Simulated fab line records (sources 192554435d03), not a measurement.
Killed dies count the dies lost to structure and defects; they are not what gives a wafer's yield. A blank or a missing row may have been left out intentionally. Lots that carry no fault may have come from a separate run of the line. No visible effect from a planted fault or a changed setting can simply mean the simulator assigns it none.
Which tool is to blame? -- flow n5_finfet -- 72 wafers from 24 lots sampled at 3 of the route's 1938 steps

## WHAT THE GAUGES SHOWED, per wafer
N5_BEOL_M10_INSPECT_58: inspects for defects (darkfield).
lot,measured,on,raw_defect_count
L076,day 10 09:14,defect_inspect-01,44 34 55
L074,day 10 17:04,defect_inspect-01,59 66 62
L075,day 10 17:11,defect_inspect-01,47 88 87
L077,day 11 10:29,defect_inspect-01,67 65 53
L078,day 11 13:17,defect_inspect-02,77 49 95
L081,day 11 14:35,defect_inspect-01,54 74 73
L079,day 11 18:59,defect_inspect-01,72 91 171
L080,day 11 21:23,defect_inspect-01,48 93 89
L082,day 12 13:12,defect_inspect-02,91 88 101
L084,day 12 20:38,defect_inspect-02,54 51 45
L083,day 12 21:41,defect_inspect-02,32 64 55
L085,day 12 23:57,defect_inspect-02,32 47 59
L086,day 13 02:20,defect_inspect-02,66 100 77
L087,day 13 12:24,defect_inspect-02,44 47 50
L089,day 13 15:57,defect_inspect-02,79 52 52
L088,day 13 19:47,defect_inspect-02,79 34 89
L090,day 13 21:23,defect_inspect-02,58 79 53
L091,day 14 06:39,defect_inspect-01,89 120 105
L093,day 15 02:20,defect_inspect-02,43 35 47
L092,day 15 03:31,defect_inspect-01,52 108 82
L095,day 15 11:48,defect_inspect-01,78 57 45
L094,day 15 12:16,defect_inspect-02,72 58 56
L096,day 15 17:01,defect_inspect-01,94 123 114
L097,day 15 17:40,defect_inspect-02,97 119 62

N5_BEOL_M11_OVL_MEAS_29.
lot,measured,on,V10_OVL (nm)
L076,day 10 13:38,overlay-02,-0.8 -0.8 -1.6
L074,day 10 22:37,overlay-01,-0.2 -1.1 -0.4
L075,day 10 20:46,overlay-01,0.4 -0.7 -0.3
L077,day 11 14:52,overlay-01,-0.9 -1.1 -0.6
L078,day 11 17:37,overlay-02,-1.3 -1.3 -1.5
L081,day 11 18:25,overlay-01,-1.1 -1.3 -0.7
L079,day 12 00:26,overlay-01,-0.3 -1.2 -0.8
L080,day 12 02:38,overlay-01,-0.2 -1.0 -0.5
L082,day 12 17:08,overlay-01,-3.2 -2.3 -1.5
L084,day 12 23:58,overlay-02,-2.0 -2.1 -0.2
L083,day 13 00:41,overlay-01,-0.9 -0.8 -1.6
L085,day 13 05:38,overlay-02,-0.3 -0.9 0.3
L086,day 13 09:25,overlay-02,-1.1 -1.8 -0.7
L087,day 13 17:35,overlay-01,-0.5 -1.7 -1.2
L089,day 13 19:33,overlay-01,-1.0 -1.1 -1.0
L088,day 13 22:14,overlay-02,-1.1 -1.8 -1.0
L090,day 14 01:32,overlay-02,-0.3 -0.2 -1.2
L091,day 14 09:37,overlay-02,-1.4 -1.1 -0.4
L093,day 15 05:55,overlay-01,-0.4 0.7 -0.1
L092,day 15 08:28,overlay-01,-0.8 -2.5 -0.6
L095,day 15 15:43,overlay-02,-1.9 -1.7 -1.9
L094,day 15 15:53,overlay-02,-0.1 0.5 0.5
L096,day 15 22:25,overlay-01,-0.5 -1.1 -1.0
L097,day 15 22:55,overlay-02,-0.3 -0.5 -0.1

## WHICH TOOL RAN EACH LOT (tool, then ch and the chambers of the sampled wafers, then the start)
lot,N5_BEOL_M10_TRENCH_ETCH_37
L076,"rie_diel-04 ch 0,2, day 10 09:14 or earlier"
L074,"rie_diel-06 ch 1,2, day 10 17:04 or earlier"
L075,"rie_diel-05 ch 0,1, day 10 17:11 or earlier"
L077,"rie_diel-06 ch 0,3, day 11 10:29 or earlier"
L078,"rie_diel-04 ch 0,2,3, day 11 13:17 or earlier"
L081,"rie_diel-06 ch 1,3, day 11 14:35 or earlier"
L079,"rie_diel-06 ch 1,2,3, day 11 18:59 or earlier"
L080,"rie_diel-04 ch 0,1,3, day 11 21:23 or earlier"
L082,"rie_diel-04 ch 0,1,3, day 12 13:12 or earlier"
L084,"rie_diel-06 ch 1,2,3, day 12 20:38 or earlier"
L083,"rie_diel-05 ch 0,2, day 12 21:41 or earlier"
L085,"rie_diel-04 ch 0,1,3, day 12 23:57 or earlier"
L086,"rie_diel-06 ch 0,1,2, day 13 02:20 or earlier"
L087,"rie_diel-05 ch 0,1, day 13 12:24 or earlier"
L089,"rie_diel-06 ch 0,1, day 13 15:57 or earlier"
L088,"rie_diel-04 ch 2,3, day 13 19:47 or earlier"
L090,"rie_diel-06 ch 2,3, day 13 21:23 or earlier"
L091,"rie_diel-05 ch 1,2, day 14 06:39 or earlier"
L093,"rie_diel-05 ch 1,2, day 15 02:20 or earlier"
L092,"rie_diel-04 ch 0,1, day 15 03:31 or earlier"
L095,"rie_diel-06 ch 2,3, day 15 11:48 or earlier"
L094,"rie_diel-04 ch 0,1,3, day 15 12:16 or earlier"
L096,"rie_diel-06 ch 1,3, day 15 17:01 or earlier"
L097,"rie_diel-05 ch 1,2, day 15 17:40 or earlier"
- N5_BEOL_M10_TRENCH_ETCH_37: etches SiCOH lowk in C4F6/O2, target depth 148.83 nm, time 48 s.

## WHAT THE TOOLS THEMSELVES READ (means of the sampled wafers that have a number; where no wafer has one, the mark that the record gives instead)
N5_BEOL_M10_TRENCH_ETCH_37.
lot,tool,drypump_motor_current_A (A),mfc_ar_sccm (sccm),oes_product_au (a.u.),rf_vpp_V (V),showerhead_plenum_p_Torr (Torr),throttle_valve_pct (%)
L076,rie_diel-04,6.3,301.2,0.80,693,2.88,20.84
L074,rie_diel-06,5.0,301.3,0.74,673,2.94,20.90
L075,rie_diel-05,5.2,300.3,0.95,678,3.02,20.94
L077,rie_diel-06,6.1,299.7,0.90,666,2.80,20.88
L078,rie_diel-04,6.2,299.6,0.79,689,2.81,21.00
L081,rie_diel-06,5.5,300.3,0.74,678,2.83,20.93
L079,rie_diel-06,5.3,300.3,0.74,675,2.88,20.91
L080,rie_diel-04,6.3,299.1,0.81,676,2.87,21.21
L082,rie_diel-04,6.2,299.8,0.80,676,2.87,21.22
L084,rie_diel-06,5.3,299.9,0.73,674,2.88,20.93
L083,rie_diel-05,5.0,299.2,0.89,674,2.97,20.81
L085,rie_diel-04,6.3,300.2,0.79,676,2.87,21.22
L086,rie_diel-06,5.4,300.0,0.78,661,2.86,20.94
L087,rie_diel-05,5.0,299.6,0.91,680,3.02,21.00
L089,rie_diel-06,5.3,299.1,0.75,646,2.78,20.99
L088,rie_diel-04,5.9,300.1,0.83,686,2.75,20.93
L090,rie_diel-06,5.4,300.9,0.75,690,2.95,20.90
L091,rie_diel-05,5.3,300.5,0.81,666,2.87,20.60
L093,rie_diel-05,5.3,300.5,0.84,671,2.93,20.81
L092,rie_diel-04,6.2,300.2,0.83,665,2.91,21.20
L095,rie_diel-06,5.3,299.6,0.74,689,2.94,20.93
L094,rie_diel-04,6.3,299.3,0.76,675,2.86,21.25
L096,rie_diel-06,5.1,300.3,0.86,660,2.79,20.79
L097,rie_diel-05,5.3,299.9,0.82,671,2.92,20.82

## THE ANSWER, worked out from the rows above alone
Rule: what is usual is taken from the lots themselves. The widest of any qualifying gaps counts: lots, ordered by their means at a reading, are off when they make up no more than a third of the lots, leave a main group of 4 or more, and stand apart from it by 3 or more times the standard deviation of that group's means. If all means in a main group match to the digits the tables above print for the reading, that group is not used. A lot without any number at a reading at which 4 lots or more have one is off too. The other lots that the step has rows for count as sound. The gauges are gone through in route order, then the tools' own readings, and for those a lot's mean is taken as printed above. At the first step where some lot is off, the reading lying furthest off is the one used; lots without a number count as furthest.
No lot is off on any of the readings shown, so nothing can be concluded from this.

## WHAT WAS PUT IN BY THE SIMULATOR
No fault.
